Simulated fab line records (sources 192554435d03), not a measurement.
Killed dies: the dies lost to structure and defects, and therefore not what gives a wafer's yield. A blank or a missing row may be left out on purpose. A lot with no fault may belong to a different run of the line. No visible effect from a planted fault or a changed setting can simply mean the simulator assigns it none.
3 desks looking at one fault | flow n5 finfet | numbers are kept per desk, each desk with only its own; the story behind them comes last

## FROM THE METROLOGY DESK
Lot by lot, what the gauges showed, no matter which tool ran the lot: averages of those sampled wafers that carry a number. The brackets show how far a lot's mean lies from the usual mean; more than 4 standard deviations puts the lot out of limits, marked OUT. Readings shown: 7 of its 10, picked as those furthest out on some lot.
Columns: A = DIBL_P at N5_BEOL_M4_RC_MEAS_101, usual 36.5 mV/V; B = IOFF_N at N5_BEOL_M4_RC_MEAS_101, usual 0.162 nA/um; C = ION_N at N5_BEOL_M4_RC_MEAS_101, usual 678 uA/um; D = ION_P at N5_BEOL_M4_RC_MEAS_101, usual 466 uA/um; E = SS_N at N5_BEOL_M4_RC_MEAS_101, usual 71.6 mV/dec; F = VT_N at N5_BEOL_M4_RC_MEAS_101, usual 249.2 mV; G = VT_P at N5_BEOL_M4_RC_MEAS_101, usual -249 mV
lot  | first seen here | A    | B     | C   | D   | E    | F     | G
L110 | day 8 15:39     | 35.4 | 0.161 | 680 | 467 | 71.6 | 248.8 | -250
L112 | day 11 02:54    | 35.6 | 0.134 | 670 | 463 | 71.0 | 253.1 | -253
L118 | day 11 17:29    | 37.0 | 0.169 | 682 | 463 | 71.3 | 249.1 | -252
L122 | day 13 02:11    | 36.5 | 0.173 | 681 | 469 | 71.9 | 246.2 | -244
L132 | day 15 22:20    | 34.4 | 0.168 | 691 | 474 | 71.4 | 247.6 | -245
L131 | day 16 01:50    | 35.7 | 0.146 | 672 | 461 | 71.0 | 251.0 | -254
This desk's finding: nothing out of limits on any of the 6 lots.

## AT THE TOOL OWNER'S DESK: litho track-02
The tool's own readings at N5_SD_EPI_N_COAT_32 (time 60 s, resist thk 350 nm): means of the sampled wafers that have a number, for each lot that ran on this tool. The brackets show how far a lot's mean lies from the usual mean; more than 4 standard deviations puts the lot out of limits, marked OUT.
Columns: A = heater power total W at N5_SD_EPI_N_COAT_32, usual 500.3 W; B = resist line temp C at N5_SD_EPI_N_COAT_32, usual 22.98 C; C = spin speed rpm at N5_SD_EPI_N_COAT_32, usual 1499.7 rpm
lot  | first seen here | A     | B     | C
L112 | day 3 14:35     | 500.3 | 22.99 | 1500.9
L118 | day 5 03:23     | 501.4 | 22.96 | 1636.9 (+99 or more) OUT
L122 | day 6 05:32     | 501.3 | 22.96 | 1636.2 (+99 or more) OUT
This desk's finding: out of limits on L118, L122; first on L118, day 5 03:23 (spin speed rpm at N5_SD_EPI_N_COAT_32). L112 stayed within limits.

## THE DEFECT DESK
Per lot, the means of the sampled wafers with a number show what the inspections along the route counted. The brackets show how far a lot's mean lies from the usual mean; more than 4 standard deviations puts the lot out of limits, marked OUT.
Columns: A = raw defect count at N5_DUMMY_GATE_INSPECT_27, usual 296; B = raw defect count at N5_SPACER0_INSPECT_04, usual 136
lot  | first seen here | A   | B
L110 | day 2 23:40     | 249 | 119
L112 | day 3 13:56     | 372 | 168
L118 | day 5 02:46     | 316 | 128
L122 | day 6 04:41     | 370 | 174
L131 | day 9 22:13     | 333 | 146
L132 | day 9 22:37     | 297 | 145
This desk's finding: nothing out of limits on any of the 6 lots.

## ALL TOGETHER
The tool owner's desk could have raised an alarm at day 5 03:23, on L118, L122.
Nothing out of limits was seen by the metrology desk.
Nothing the defect desk looked at was out of limits.
The metrology desk holds a record of L118, L122, inside its limits.
The defect desk has L118, L122 on record, within its limits.
On litho track-02, each named lot ran N5_SD_EPI_N_COAT_32.

## WHAT THE SIMULATOR PUT IN
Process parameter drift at N5_SD_EPI_N_COAT_32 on litho track-02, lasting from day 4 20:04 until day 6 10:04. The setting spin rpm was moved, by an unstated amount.
Lots struck among those shown: L118, L122.
Time in hours from fault onset to the first out-of-limits reading at each desk: the tool owner's desk, 7.
